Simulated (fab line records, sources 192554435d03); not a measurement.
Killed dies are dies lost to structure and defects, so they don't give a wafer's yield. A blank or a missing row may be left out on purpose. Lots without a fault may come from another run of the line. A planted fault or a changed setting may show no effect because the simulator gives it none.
fab line records | flow n5_finfet
record lots=10 wafers=30 last_day=19
route steps=1938 shown BEOL_M1@818 BEOL_M4@1111 PASSIVATION@1936
lots that met no fault: from a run of the same line without faults
start_h: hours from the record's first day to the start of the lot's first wafer shown | wait_h: hours since the lot's step before | " the same as in the row above | L1.1+2: a row that stands for several wafers | - no value, or no start given | * or withheld: withheld | < > ~ a bound
route shown NAME@n: a module of which the file shows steps, and the number in the route of the first | usual: mean/standard deviation of fault-free wafers | same: alike in all rows | chamber/n: place in a boat | sites: the reading at each site | _std_site: their standard deviation | _edge_site: outer sites' mean less inner sites' | radius_mm: how far each site lies from the wafer's centre | mask NAME#n: copy n | behind: the tool/chamber that last shaped the wafer | hold: why the lot was held/for how many hours/how that ended | device: the transistor (n, p or np) that didn't switch | end of line: the same wafers' tests at the end of the route | a step without rows: its recipe alone | killed: dies lost to structure and defects at the first sort, not the wafer's yield | map: a wafer's dies, x killed, . not, _ none there
set.NAME: the setting as run; set.NAME@STEP: as run at that earlier step | model.NAME: the simulator's own value behind a step, which no gauge read
steps of the route over a sample of lots; a table a step, a row a wafer
## steps
# step N5_BEOL_M1_SPUTTER_81
# recipe material=Cu target_thk_a=45 temp_c=-20 chamber_pressure_pa=0.07 power_w=withheld time_s=8.29
# usual chamber_pressure_pa=0.07/0.00014 chuck_gas_flow_sccm=1.26/0.054 throttle_valve_pct=29.5/1.3
# columns lot.wafer tool chamber start_h wait_h chamber_pressure_pa chuck_gas_flow_sccm throttle_valve_pct
L629.2 pvd_sputter-01 - 166.13 0.1 0.07017 1.18 30.0
L629.3 " - " " 0.06986 1.21 29.9
L629.5 " - " " 0.0699 1.35 26.8
L632.1 pvd_sputter-03 - 182.55 0.1 0.07003 1.26 30.9
L632.4 " - " " 0.07025 1.26 30.2
L632.5 " - " " 0.06987 1.20 31.0
L635.2 pvd_sputter-02 - 208.91 0.1 0.06995 1.22 29.7
L635.5 " - " " 0.06996 1.35 29.7
L635.6 " - " " 0.06996 1.29 29.7
L638.2 pvd_sputter-01 - 217.85 0.1 0.07006 1.38 30.1
L638.3 " - " " 0.07028 1.30 27.0
L638.4 " - " " 0.06988 1.31 30.3
L640.3 pvd_sputter-02 - 224.55 0.1 0.06999 1.17 29.7
L640.4 " - " " 0.06996 1.31 29.5
L640.6 " - " " 0.06994 1.22 29.3
L641.2 pvd_sputter-01 - 238.27 0.1 0.06997 1.24 29.9
L641.5 " - " " 0.07018 1.32 29.9
L641.6 " - " " 0.0699 1.32 26.8
L643.2 pvd_sputter-01 - 246.15 0.1 0.06995 1.33 27.1
L643.3 " - " " 0.0698 1.25 30.0
L643.4 " - " " 0.07005 1.28 30.1
L645.2 pvd_sputter-02 - 255.59 0.1 0.06997 1.26 29.3
L645.5 " - " " 0.07015 1.17 29.3
L645.6 " - " " 0.07009 1.21 31.6
L646.1 pvd_sputter-01 - 271.27 0.1 0.06994 1.41 30.0
L646.2 " - " " 0.07003 1.26 30.0
L646.5 " - " " 0.07008 1.26 30.0
L647.3 pvd_sputter-03 - 278.49 0.1 0.0697 1.23 28.4
L647.4 " - " " 0.06998 1.15 30.1
L647.5 " - " " 0.06999 1.26 29.2
# step N5_BEOL_M1_ANNEAL_87
# recipe temp_c=400 time_s=240 ambient=vacuum
# usual heater_power_w=829/85
# columns lot.wafer tool chamber start_h wait_h heater_power_w
L629.2 pvd_sputter-01 - 166.43 0.0 806
L629.3 " - " " 792
L629.5 " - " " 931
L632.1 pvd_sputter-03 - 182.85 0.0 785
L632.4 " - " " 722
L632.5 " - " " 798
L635.2 pvd_sputter-02 - 209.21 0.0 824
L635.5 " - " " 809
L635.6 " - " " 962
L638.2 pvd_sputter-01 - 218.15 0.0 839
L638.3 " - " " 926
L638.4 " - " " 945
L640.3 pvd_sputter-02 - 224.85 0.0 995
L640.4 " - " " 808
L640.6 " - " " 725
L641.2 pvd_sputter-01 - 238.57 0.0 790
L641.5 " - " " 932
L641.6 " - " " 938
L643.2 pvd_sputter-01 - 246.45 0.0 984
L643.3 " - " " 768
L643.4 " - " " 965
L645.2 pvd_sputter-02 - 255.89 0.0 733
L645.5 " - " " 729
L645.6 " - " " 752
L646.1 pvd_sputter-01 - 271.57 0.0 841
L646.2 " - " " 962
L646.5 " - " " 789
L647.3 pvd_sputter-03 - 278.79 0.0 806
L647.4 " - " " 722
L647.5 " - " " 745
# step N5_BEOL_M1_SPUTTER_90
# recipe material=Cu target_thk_a=45 temp_c=-20 chamber_pressure_pa=0.07 power_w=withheld time_s=8.29
# usual chamber_pressure_pa=0.06999/0.00015 chuck_gas_flow_sccm=1.26/0.058 throttle_valve_pct=29.5/1.3
# columns lot.wafer tool chamber start_h wait_h chamber_pressure_pa chuck_gas_flow_sccm throttle_valve_pct
L629.2 pvd_sputter-01 - 166.79 0.1 0.07005 1.20 30.2
L629.3 " - " " 0.07 1.22 30.0
L629.5 " - " " 0.06988 1.29 26.9
L632.1 pvd_sputter-03 - 183.21 0.1 0.07006 1.29 31.0
L632.4 " - " " 0.06993 1.19 30.3
L632.5 " - " " 0.06996 1.28 31.0
L635.2 pvd_sputter-02 - 209.57 0.1 0.06996 1.30 29.5
L635.5 " - " " 0.07007 1.31 29.9
L635.6 " - " " 0.07015 1.33 29.6
L638.2 pvd_sputter-01 - 218.51 0.1 0.07003 1.29 30.1
L638.3 " - " " 0.07015 1.27 27.2
L638.4 " - " " 0.06999 1.23 29.9
L640.3 pvd_sputter-02 - 225.21 0.1 - - -
L640.4 " - " " - - -
L640.6 " - " " - - -
L641.2 pvd_sputter-01 - 238.93 0.1 - - -
L641.5 " - " " - - -
L641.6 " - " " - - -
L643.2 pvd_sputter-01 - 246.81 0.1 0.06997 1.36 27.1
L643.3 " - " " 0.07008 1.29 30.0
L643.4 " - " " 0.07024 1.24 30.1
L645.2 pvd_sputter-02 - 256.25 0.1 0.07018 1.24 29.4
L645.5 " - " " 0.06991 1.20 29.3
L645.6 " - " " 0.07013 1.25 31.7
L646.1 pvd_sputter-01 - 271.93 0.1 0.07007 1.28 29.9
L646.2 " - " " 0.07002 1.28 30.3
L646.5 " - " " 0.07002 1.16 30.2
L647.3 pvd_sputter-03 - 279.15 0.1 0.07013 1.13 28.5
L647.4 " - " " 0.06999 1.20 30.3
L647.5 " - " " 0.06993 1.33 29.0
# step N5_BEOL_M1_SPUTTER_92
# recipe material=Cu target_thk_a=45 temp_c=-20 chamber_pressure_pa=0.07 power_w=withheld time_s=8.29
# usual chamber_pressure_pa=0.07/0.00016 chuck_gas_flow_sccm=1.27/0.05 throttle_valve_pct=29.5/1.3
# columns lot.wafer tool chamber start_h wait_h chamber_pressure_pa chuck_gas_flow_sccm throttle_valve_pct
L629.2 pvd_sputter-01 - 167.01 0.1 0.07018 1.28 30.1
L629.3 " - " " 0.06977 1.23 30.0
L629.5 " - " " 0.06992 1.24 27.0
L632.1 pvd_sputter-03 - 183.43 0.1 0.07025 1.24 31.3
L632.4 " - " " 0.0699 1.25 30.1
L632.5 " - " " 0.07005 1.29 30.8
L635.2 pvd_sputter-02 - 209.79 0.1 0.06993 1.28 30.1
L635.5 " - " " 0.06995 1.35 29.7
L635.6 " - " " 0.07008 1.17 29.5
L638.2 pvd_sputter-01 - 218.73 0.1 0.0702 1.24 30.1
L638.3 " - " " 0.07 1.30 26.9
L638.4 " - " " 0.0701 1.24 30.2
L640.3 pvd_sputter-02 - 225.43 0.1 0.07018 1.25 29.5
L640.4 " - " " 0.06982 1.31 29.6
L640.6 " - " " 0.0701 1.24 29.2
L641.2 pvd_sputter-01 - 239.15 0.1 0.06997 1.30 29.9
L641.5 " - " " 0.07013 1.27 30.1
L641.6 " - " " 0.06991 1.25 26.8
L643.2 pvd_sputter-01 - 247.03 0.1 0.07018 1.24 27.0
L643.3 " - " " 0.06997 1.28 29.8
L643.4 " - " " 0.06971 1.25 30.1
L645.2 pvd_sputter-02 - 256.47 0.1 0.06987 1.22 29.5
L645.5 " - " " 0.06978 1.31 29.4
L645.6 " - " " 0.0699 1.22 31.7
L646.1 pvd_sputter-01 - 272.15 0.1 0.07004 1.31 30.2
L646.2 " - " " 0.06993 1.31 29.9
L646.5 " - " " 0.07019 1.23 29.9
L647.3 pvd_sputter-03 - 279.37 0.1 0.06974 1.16 28.3
L647.4 " - " " 0.07014 1.28 30.4
L647.5 " - " " 0.06984 1.30 28.7
# step N5_BEOL_M4_RC_MEAS_101
# usual DIBL_N=36.5/1.9 DIBL_P=36.7/2.1 IOFF_N=0.17/0.035 IOFF_P=0.22/0.042 ION_N=676/10 ION_P=462/8.1 SS_N=71.5/0.72 SS_P=73.4/0.7 VT_N=249/3.1 VT_P=-250/3.9
# columns lot.wafer tool chamber start_h wait_h DIBL_N[mV/V] DIBL_P[mV/V] IOFF_N[nA/um] IOFF_P[nA/um] ION_N[uA/um] ION_P[uA/um] SS_N[mV/dec] SS_P[mV/dec] VT_N[mV] VT_P[mV]
L629.2 prober-02 0 219.95 0.2 37.9 37.8 0.16 0.27 674 467 72.4 73.1 247 -245
L629.3 " 0 " " 39.7 40.0 0.20 0.30 681 472 72.3 74.3 249 -244
L629.5 " 0 " " 38.8 38.7 0.17 0.26 670 460 71.8 73.7 249 -246
L632.1 prober-01 0 224.01 0.0 33.4 35.3 0.13 0.17 680 463 70.1 73.0 252 -253
L632.4 " 0 " " 35.6 37.7 0.16 0.20 678 461 71.2 73.7 251 -251
L632.5 " 0 " " 37.1 40.5 0.20 0.24 681 459 71.7 73.8 249 -250
L635.2 prober-01 0 251.53 0.2 36.3 37.6 0.17 0.22 675 460 71.7 72.8 248 -250
L635.5 " 0 " " 36.8 37.1 0.16 0.21 675 460 70.9 73.0 251 -251
L635.6 " 0 " " 36.6 36.7 0.16 0.20 678 462 71.9 73.3 249 -254
L638.2 prober-02 0 257.03 0.2 37.9 37.9 0.18 0.20 678 456 70.9 73.9 248 -254
L638.3 " 0 " " 36.5 35.3 0.16 0.17 671 451 71.8 73.2 251 -254
L638.4 " 0 " " 36.5 36.1 0.15 0.18 669 456 71.2 73.0 251 -254
L640.3 prober-01 0 269.23 0.3 36.0 34.8 0.15 0.18 666 454 72.0 72.8 254 -252
L640.4 " 0 " " 37.1 35.7 0.16 0.19 668 456 72.6 72.5 249 -254
L640.6 " 0 " " 35.8 34.6 0.14 0.18 657 446 71.6 72.5 253 -252
L641.2 prober-02 0 279.71 0.2 37.5 37.4 0.20 0.29 689 478 72.3 73.8 245 -241
L641.5 " 0 " " 37.1 37.9 0.20 0.31 698 489 71.0 74.6 245 -242
L641.6 " 0 " " 35.9 35.3 0.16 0.25 681 477 70.9 74.0 250 -244
L643.2 prober-01 0 298.20 0.2 34.7 37.2 0.13 0.22 663 463 71.5 73.4 254 -249
L643.3 " 0 " " 34.3 35.7 0.13 0.21 666 461 70.9 73.4 254 -249
L643.4 " 0 " " 37.2 39.5 0.18 0.26 687 471 72.2 73.7 249 -247
L645.2 prober-02 0 316.44 0.2 35.2 34.6 0.12 0.16 662 454 71.2 72.1 253 -255
L645.5 " 0 " " 36.2 36.1 0.15 0.17 679 458 71.1 73.1 247 -254
L645.6 " 0 " " 34.5 34.0 0.12 0.15 659 451 71.2 72.1 253 -256
L646.1 prober-02 0 324.73 0.0 36.1 34.6 0.13 0.18 657 454 71.0 72.7 252 -253
L646.2 " 0 " " 35.7 35.6 0.14 0.19 662 455 71.3 73.0 252 -253
L646.5 " 0 " " 38.8 38.9 0.19 0.25 676 463 71.8 73.1 246 -247
L647.3 prober-01 0 348.43 0.3 35.8 36.4 0.18 0.24 683 470 71.4 73.4 247 -247
L647.4 " 0 " " 37.7 38.7 0.19 0.26 674 460 72.8 73.5 246 -248
L647.5 " 0 " " 35.5 36.3 0.16 0.23 682 472 71.3 73.2 249 -247
# step N5_PASSIVATION_PROBE_49
# usual defect_limited_yield=91.4/1.5 killed_at_M0_to_M3=35/12 killed_at_M4_up=13/5.8 killed_at_contacts=12/5.5 killed_at_front_end=36/9.9 killed_at_other=4/3.7 killed_dies=101/18 killed_open=66/13 killed_short=33/8 sort_bin_5_function=5.0/1 sort_bin_6_memory=3.2/0.67 sort_n_pass=1079/18 sort_yield_pct=91.4/1.5
# same gross_dies=1180 killed_at_back_side=0 sort_bin_4_leakage[%]=0 sort_bin_8_speed[%]=0
# columns lot.wafer tool chamber start_h wait_h defect_limited_yield[%] killed_at_M0_to_M3 killed_at_M4_up killed_at_contacts killed_at_front_end killed_at_other killed_dies killed_open killed_short sort_bin_5_function[%] sort_bin_6_memory[%] sort_n_pass sort_yield_pct[%]
L640.3 prober-02 - 377.18 0.1 92.1 40 7 13 21 12 93 58 32 4.4 3.3 1087 92.1
L640.4 prober-02 - 377.23 0.2 91.4 44 8 8 30 11 101 60 31 4.8 3.1 1079 91.4
L640.6 prober-02 - 377.33 0.3 90.8 27 13 18 36 15 109 64 39 4.7 4.2 1071 90.8
L641.2 prober-01 - 380.66 0.1 89.6 54 11 11 41 6 123 79 39 5.8 4.1 1057 89.6
L641.5 prober-01 - 380.81 0.2 89.4 56 17 18 27 7 125 85 33 6.7 3.8 1055 89.4
L641.6 prober-01 - 380.86 0.3 86.9 69 17 34 26 8 154 88 53 7.8 4.8 1026 86.9
# killed by level:class
L640.3 MOL_CONTACT_COAG:geometric_particle:open=11 BEOL_M0_SAQP:geometric_particle:short=9 FIN_SAQP:geometric_particle:short=5 BEOL_M0_SAQP:geometric_particle:open=5 BEOL_M0:geometric_particle:open=5 BEOL_M1:geometric_particle:open=5 BEOL_M2:geometric_particle:open=5 FIN_SAQP:geometric_particle:open=4
L640.4 BEOL_M3:geometric_particle:open=12 FIN_SAQP:geometric_particle:open=8 BEOL_M1:interface_void_opened=8 FIN_SAQP:geometric_particle:short=7 BEOL_M2:geometric_particle:open=7 MOL_CONTACT_COAG:geometric_particle:open=6 BEOL_M1:geometric_particle:open=5 GATE_CUT:geometric_particle:short=5
L640.6 MOL_CONTACT_COAG:geometric_particle:open=17 FIN_SAQP:geometric_particle:short=11 FIN_SAQP:geometric_particle:open=8 BEOL_M0_SAQP:geometric_particle:short=6 BEOL_M3:geometric_particle:open=6 BEOL_M1:interface_void_opened=6 BEOL_M4:geometric_particle:open=5 MIM_BOT:geometric_particle:short=5
L641.2 BEOL_M3:geometric_particle:open=12 STI_FIN_REVEAL:geometric_particle:open=10 BEOL_M0_SAQP:geometric_particle:open=10 DUMMY_GATE:geometric_particle:open=9 MOL_CONTACT_COAG:geometric_particle:open=8 BEOL_M0_SAQP:geometric_particle:short=8 BEOL_M8:geometric_particle:open=7 BEOL_M2:geometric_particle:open=7
L641.5 MOL_CONTACT_COAG:geometric_particle:open=16 BEOL_M2:geometric_particle:open=13 BEOL_M0_SAQP:geometric_particle:open=12 FIN_SAQP:geometric_particle:open=8 BEOL_M4:geometric_particle:open=8 BEOL_M3:geometric_particle:open=7 BEOL_M1:interface_void_opened=6 BEOL_M1:geometric_particle:short=5
L641.6 MOL_CONTACT_COAG:geometric_particle:open=26 BEOL_M1:geometric_particle:short=14 BEOL_M2:geometric_particle:open=10 GATE_CUT:geometric_particle:short=10 BEOL_M0_SAQP:geometric_particle:open=9 BEOL_M4:geometric_particle:open=9 BEOL_M1:interface_void_opened=9 MOL_CONTACT_COAG:geometric_particle:short=7
## key
first_sign step=N5_BEOL_M1_SPUTTER_90 reading=tool_record direction=missing
effect none on later readings
met_at N5_BEOL_M1_SPUTTER_90
struck_lots L640,L641
not_acting_at N5_BEOL_M1_SPUTTER_81,N5_BEOL_M1_ANNEAL_87,N5_BEOL_M1_SPUTTER_92
onset_between 218.51 225.21
fault kind=skipped_step_whole tool=pvd_sputter-01,pvd_sputter-02 chamber=- onset_h=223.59 steps=N5_BEOL_M1_SPUTTER_90 scope=struck_lots_only
